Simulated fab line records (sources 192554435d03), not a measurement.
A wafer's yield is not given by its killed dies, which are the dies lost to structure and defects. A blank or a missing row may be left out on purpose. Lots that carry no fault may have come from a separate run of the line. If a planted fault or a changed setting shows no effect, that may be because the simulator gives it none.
Matching of chambers ; flow n5 finfet ; N5_BEOL_M13_ETCH_68 on rie diel-06: 4 sister chambers
The step etches SOC in N2/H2, time 355 s. 8 wafers are shown with their chamber, then 8 later ones without.

WAFERS WITH THEIR CHAMBER
wafer;chamber;drypump motor current A (A);throttle valve pct (%)
L078.2;2;4.8;18.16
L080.1;3;4.8;17.75
L080.3;0;6.2;18.37
L080.4;3;4.8;17.74
L085.2;1;5.4;17.44
L085.4;2;4.7;17.66
L085.5;1;5.4;17.45
L087.3;0;6.3;17.94

WAFERS WHOSE CHAMBER IS MISSING
wafer;drypump motor current A (A);throttle valve pct (%)
L087.5;6.3;17.93
L087.6;4.7;17.68
L094.3;4.8;17.80
L094.4;5.4;17.47
L094.6;5.4;17.49
L096.4;6.3;17.96
L096.5;4.8;17.78
L096.6;6.3;17.96

WHICH CHAMBER EACH WENT THROUGH
wafer;from the rows above;in truth
L087.5;0;0
L087.6;can't be placed: 2 or 3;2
L094.3;can't be placed: 3 or 2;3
L094.4;1;1
L094.6;1;1
L096.4;0;0
L096.5;can't be placed: 3 or 2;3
L096.6;0;0
Placed correctly: 5 of 8. Unplaceable from these rows: 3, with the true chamber sitting among the candidates in 3. Number placed wrongly: 0.
How it was worked out, from the rows above alone: a wafer's distance from a chamber is the root of the sum, over the readings, of the square of ((its reading less the chamber's mean) divided by the reading's scatter). If the next closest chamber is less than 2 further off than the closest, the wafer can't be placed; otherwise it belongs to the closest. The mean given for a chamber averages the wafers shown for that chamber. The scatter is the square root of a quotient: the sum, over the shown wafers, of each reading's squared deviation from its chamber's mean, divided by wafers minus chambers.
